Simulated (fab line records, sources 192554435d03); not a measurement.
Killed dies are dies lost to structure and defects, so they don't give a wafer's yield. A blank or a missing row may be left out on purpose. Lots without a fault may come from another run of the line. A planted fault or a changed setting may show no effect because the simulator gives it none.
Split-lot experiment | flow n5_finfet | 7 lots, 21 wafers read, on a route of 1938 steps

THE SPLIT
At N5_BEOL_M0_SAQP_COAT_82 (time 60 s, resist thk 30 nm), the setting spin_rpm was moved away from the recipe's 1500 rpm on 10 of the 21 wafers read, by -5.7% to +10.8%. The other wafers ran this setting at the recipe's value.

FROM THE SPLIT TO THE READING: what the file shows between them, 3 steps
- N5_BEOL_M0_SAQP_COAT_08: resist thk 90 nm
- N5_BEOL_M0_SAQP_EBR_10
- N5_BEOL_M0_SAQP_DESCUM_19: chemistry O2, time 7.9 s

THE READING
CAR-ArF_of_BEOL_M0_SAQP_COAT_08.thk_nm (the simulator's own value, which no gauge read), in nm, at N5_BEOL_M0_SAQP_ETCH_83 (etches SiARC in CF4, target depth 39 nm, time 65 s). The file gives no usual value for it. The 11 wafers here that ran the recipe average 55.5 nm, standard deviation 0.18 nm.

wafer  | tool, chamber at the split | spin_rpm as run, rpm | against the recipe | CAR-ArF_of_BEOL_M0_SAQP_COAT_08.thk_nm, nm | against lot-mates on the recipe
L080.2 | litho_track-03, 0          | 1639                 | +9.3%              | 56                                         | no lot-mate on the recipe
L080.3 | litho_track-03, 0          | 1639                 | +9.3%              | 56.4                                       | no lot-mate on the recipe
L080.6 | litho_track-03, 0          | 1639                 | +9.3%              | 56.2                                       | no lot-mate on the recipe
L083.4 | litho_track-03, 0          | 1500                 | recipe             | 55.4                                       | -
L083.5 | litho_track-03, 0          | 1500                 | recipe             | 55.4                                       | -
L083.6 | litho_track-03, 0          | 1415                 | -5.7%              | 54.8                                       | -0.6
L084.1 | litho_track-01, 0          | 1500                 | recipe             | 55.6                                       | -
L084.2 | litho_track-01, 0          | 1500                 | recipe             | 55.4                                       | -
L084.4 | litho_track-01, 0          | 1500                 | recipe             | 55.6                                       | -
L085.1 | litho_track-04, 0          | 1500                 | recipe             | 55.8                                       | -
L085.3 | litho_track-04, 0          | 1500                 | recipe             | 55.6                                       | -
L085.4 | litho_track-04, 0          | 1500                 | recipe             | 55.8                                       | -
L086.1 | litho_track-01, 0          | 1617                 | +7.8%              | 56.6                                       | +1.2
L086.2 | litho_track-01, 0          | 1500                 | recipe             | 55.4                                       | -
L086.5 | litho_track-01, 0          | 1617                 | +7.8%              | 56.6                                       | +1.2
L088.3 | litho_track-03, 0          | 1662                 | +10.8%             | 57.4                                       | +1.8
L088.4 | litho_track-03, 0          | 1662                 | +10.8%             | 56.8                                       | +1.2
L088.6 | litho_track-03, 0          | 1500                 | recipe             | 55.6                                       | -
L092.2 | litho_track-04, 0          | 1634                 | +8.9%              | 56.6                                       | +1.4
L092.3 | litho_track-04, 0          | 1634                 | +8.9%              | 56.4                                       | +1.2
L092.5 | litho_track-04, 0          | 1500                 | recipe             | 55.2                                       | -

THE FIT
A straight line over all 21 wafers: CAR-ArF_of_BEOL_M0_SAQP_COAT_08.thk_nm changes by +0.114 nm for each +1% of spin_rpm; r = +0.91; the points scatter about the line by 0.27 nm.
The same after taking each lot's own level away (the mean of its wafers on the recipe; 18 wafers): +0.14 nm for each +1%; r = +0.98; scatter 0.14 nm.
On that fit, the largest move of spin_rpm shifts the reading by 1.5 nm.
The lots' own levels span 55.20 to 55.73 nm, that is 3.0 times the standard deviation above.
So the lot-to-lot level changes the slope: the two fits differ.
Check: with one of the wafers moved furthest among these (+10.8%) left out of the fit, the line predicts +1.47 nm for it against its lot-mates. It came out at +1.8 nm against them.

OTHER SPLITS ON THESE WAFERS
These wafers also went through other splits before the reading. Each is held against what the fit with the lots' levels taken away leaves over:
other split on the same wafers        | wafers away from the commonest value | r with CAR-ArF_of_BEOL_M0_SAQP_COAT_08.thk_nm (lot level and that fit taken away)
N5_MOL_CONTACT_COAG_EXPOSE_81 dose_mj | 7                                    | +0.02
N5_BEOL_M0_SAQP_ILD_DEP_01 time_s     | 8                                    | +0.07

THE WHOLE CHAIN: every reading that the file lists as answering this split, in the file's order
step                    | what it does                                       | reading                                                                                 | change (the file's fit)               | r (the file's)
N5_BEOL_M0_SAQP_COAT_82 | time 60 s, resist thk 30 nm                        | SiARC_of_BEOL_M0_SAQP_COAT_82.thk_nm (the simulator's own value, which no gauge read)   | -0.143 nm for each +1% of the setting | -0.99
N5_BEOL_M0_SAQP_ETCH_83 | etches SiARC in CF4, target depth 39 nm, time 65 s | etch.depth_nm (the simulator's own value, which no gauge read)                          | -0.146 nm for each +1% of the setting | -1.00
N5_BEOL_M0_SAQP_ETCH_83 | etches SiARC in CF4, target depth 39 nm, time 65 s | CAR-ArF_of_BEOL_M0_SAQP_COAT_08.thk_nm (the simulator's own value, which no gauge read) | +0.14 nm for each +1% of the setting  | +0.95

THE FILE'S OWN FIT
CAR-ArF_of_BEOL_M0_SAQP_COAT_08.thk_nm changes by +0.14 nm for each +1% of spin_rpm, r = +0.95.
